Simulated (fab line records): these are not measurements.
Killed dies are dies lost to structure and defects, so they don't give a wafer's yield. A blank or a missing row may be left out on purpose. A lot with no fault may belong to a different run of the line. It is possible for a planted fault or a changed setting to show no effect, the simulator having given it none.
Split-lot trial | flow n5Finfet | route with 1938 steps; 7 lots, 21 wafers read

## ON THE SPLIT
At N5_BEOL_M1_COAT_61 (time 60 s, resist thk 60 nm), the setting spinRpm was moved away from the recipe's 1500 rpm on 8 of the 21 wafers read, by -9.3% to +11.0%. For the rest of the wafers, this setting stayed at what the recipe calls for.

The split's own step is where the reading is taken.

## THE READING
SOC_of_BEOL_M1_COAT_61.thkNm (the simulator's own value, which no gauge read), in nm, at N5_BEOL_M1_COAT_61 (time 60 s, resist thk 60 nm). The file gives no usual value for it. Average 60.1 nm, standard deviation 0.097 nm, over the 13 wafers here run with the recipe.

wafer  | tool, chamber at the split | spinRpm as run, rpm | against the recipe | SOC_of_BEOL_M1_COAT_61.thkNm, nm | against lot-mates on the recipe
L078.1 | lithoTrack-05, 0           | 1500                | recipe             | 60                               | -
L078.5 | lithoTrack-05, 0           | 1500                | recipe             | 60                               | -
L078.6 | lithoTrack-05, 0           | 1500                | recipe             | 60                               | -
L079.1 | lithoTrack-05, 0           | 1500                | recipe             | 60                               | -
L079.3 | lithoTrack-05, 0           | 1604                | +6.9%              | 58.4                             | -1.6
L079.5 | lithoTrack-05, 0           | 1604                | +6.9%              | 58.2                             | -1.8
L085.1 | lithoTrack-05, 0           | 1500                | recipe             | 60                               | -
L085.5 | lithoTrack-05, 0           | 1360                | -9.3%              | 63                               | +2.9
L085.6 | lithoTrack-05, 0           | 1500                | recipe             | 60.2                             | -
L087.1 | lithoTrack-03, 0           | 1665                | +11.0%             | 57                               | -3.0
L087.5 | lithoTrack-03, 0           | 1665                | +11.0%             | 56.8                             | -3.2
L087.6 | lithoTrack-03, 0           | 1500                | recipe             | 60                               | -
L090.2 | lithoTrack-04, 0           | 1384                | -7.7%              | 62.8                             | +2.8
L090.5 | lithoTrack-04, 0           | 1384                | -7.7%              | 62.8                             | +2.8
L090.4 | lithoTrack-04, 0           | 1500                | recipe             | 60                               | -
L092.2 | lithoTrack-04, 0           | 1500                | recipe             | 60.2                             | -
L092.5 | lithoTrack-04, 0           | 1500                | recipe             | 60.2                             | -
L092.6 | lithoTrack-04, 0           | 1500                | recipe             | 60.2                             | -
L096.1 | lithoTrack-05, 0           | 1545                | +3.0%              | 59.2                             | -0.9
L096.3 | lithoTrack-05, 0           | 1500                | recipe             | 60                               | -
L096.4 | lithoTrack-05, 0           | 1500                | recipe             | 60.2                             | -

FIT RESULTS
A straight line over all 21 wafers: SOC_of_BEOL_M1_COAT_61.thkNm changes by -0.303 nm for each +1% of spinRpm; r = -0.99; the points scatter about the line by 0.17 nm.
The same after taking each lot's own level away (the mean of its wafers on the recipe; 21 wafers): -0.3 nm for each +1%; r = -0.99; scatter 0.19 nm.
Per that fit: largest spinRpm move, reading shift of 3.3 nm.
The lots' own levels span 60.00 to 60.20 nm, that is 2.1 times the standard deviation above.
The two slopes are in agreement: the lot-to-lot level therefore moves the slope only a little.
Check: -3.26 nm against its lot-mates is what the line predicts for one of the wafers moved furthest among these (+11.0%) when that wafer is left out of the fit. Against them it came out at -3 nm.

## OTHER SPLITS ON THESE WAFERS
Before the reading, these wafers also passed through other splits. Each is held against what the fit with the lots' levels taken away leaves over:
other split on the same wafers          | wafers away from the commonest value | r with SOC_of_BEOL_M1_COAT_61.thkNm (lot level and that fit taken away)
N5_HKMG_FIN_DEVELOP_11 developTimeS     | 9                                    | +0.02
N5_GATE_CUT_COAT_27 spinRpm             | 4                                    | +0.59
N5_GATE_CUT_COAT_07 spinRpm             | 7                                    | -0.02
N5_MOL_CONTACT_COAG_CVD_140 targetThkA  | 9                                    | +0.41
N5_BEOL_M0_SAQP_PECVD_96 timeS          | 6                                    | -0.26
N5_BEOL_M0_SAQP_DEVELOP_13 developTimeS | 6                                    | -0.16
N5_BEOL_M0_ETCH_128 sourceW             | 8                                    | -0.11
N5_BEOL_M0_TRENCH_ETCH_107 targetDepthA | 9                                    | +0.47

## FILE'S OWN FIT
SOC_of_BEOL_M1_COAT_61.thkNm changes by -0.299 nm for each +1% of spinRpm, r = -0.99.
